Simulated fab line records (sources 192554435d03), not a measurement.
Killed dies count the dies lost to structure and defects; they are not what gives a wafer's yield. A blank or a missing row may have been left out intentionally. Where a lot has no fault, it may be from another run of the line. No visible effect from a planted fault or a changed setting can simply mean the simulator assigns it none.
Which tool was responsible? + flow n5_finfet + at 1 step of a route of 1938, 12 lots with 36 wafers sampled

## WHAT THE GAUGES READ, wafer by wafer
N5_ZERO_LAYER_CD_MEAS_11: target cd 2000 nm.
| lot  | measured    | on        | cd_nm (nm)           |
|------|-------------|-----------|----------------------|
| L075 | day 1 18:46 | cd_sem-03 | 1998.8 2000.2 2001.9 |
| L077 | day 2 06:38 | cd_sem-02 | 1997.6 1999.9 1998.3 |
| L079 | day 2 18:46 | cd_sem-03 | 1998.8 1997.3 1997.2 |
| L081 | day 3 06:38 | cd_sem-03 | 1999.6 2001.0 2004.8 |
| L083 | day 3 18:38 | cd_sem-01 | 1999.1 2001.8 1997.7 |
| L085 | day 4 06:47 | cd_sem-02 | 1999.0 1997.7 1999.9 |
| L087 | day 4 18:46 | cd_sem-02 | 1998.2 2002.1 1997.6 |
| L089 | day 5 06:39 | cd_sem-01 | 1997.2 2003.6 1999.8 |
| L091 | day 5 18:46 | cd_sem-01 | 2001.0 2001.0 2003.7 |
| L093 | day 6 06:47 | cd_sem-01 | 1996.2 1999.2 1996.5 |
| L095 | day 6 18:41 | cd_sem-03 | 2001.2 1998.1 1999.7 |
| L097 | day 7 06:46 | cd_sem-02 | 1999.0 1998.3 1998.6 |

## WHAT TOOL EACH LOT RAN ON (gives the tool, then ch and the chambers of the sampled wafers, and finally the start)
Before these readings, the record contains no process step.

## THE ANSWER, worked out from the rows above alone
Rule: usual is defined by the lots themselves. Put in order of their means at a reading, lots are off if they are a third of the lots or fewer, leave a main group of 4 or more, and stand apart from it by a gap of 3 or more times the standard deviation of the main group's means; of several such gaps the widest counts. Not used: any main group whose means are identical at the precision the tables above print for the reading. A lot without any number at a reading at which 4 lots or more have one is off too. Where the step has rows for the other lots, those lots are counted as sound.
Across all readings shown, no lot is off: no conclusion can be drawn from this.

## WHAT THE SIMULATOR PUT IN
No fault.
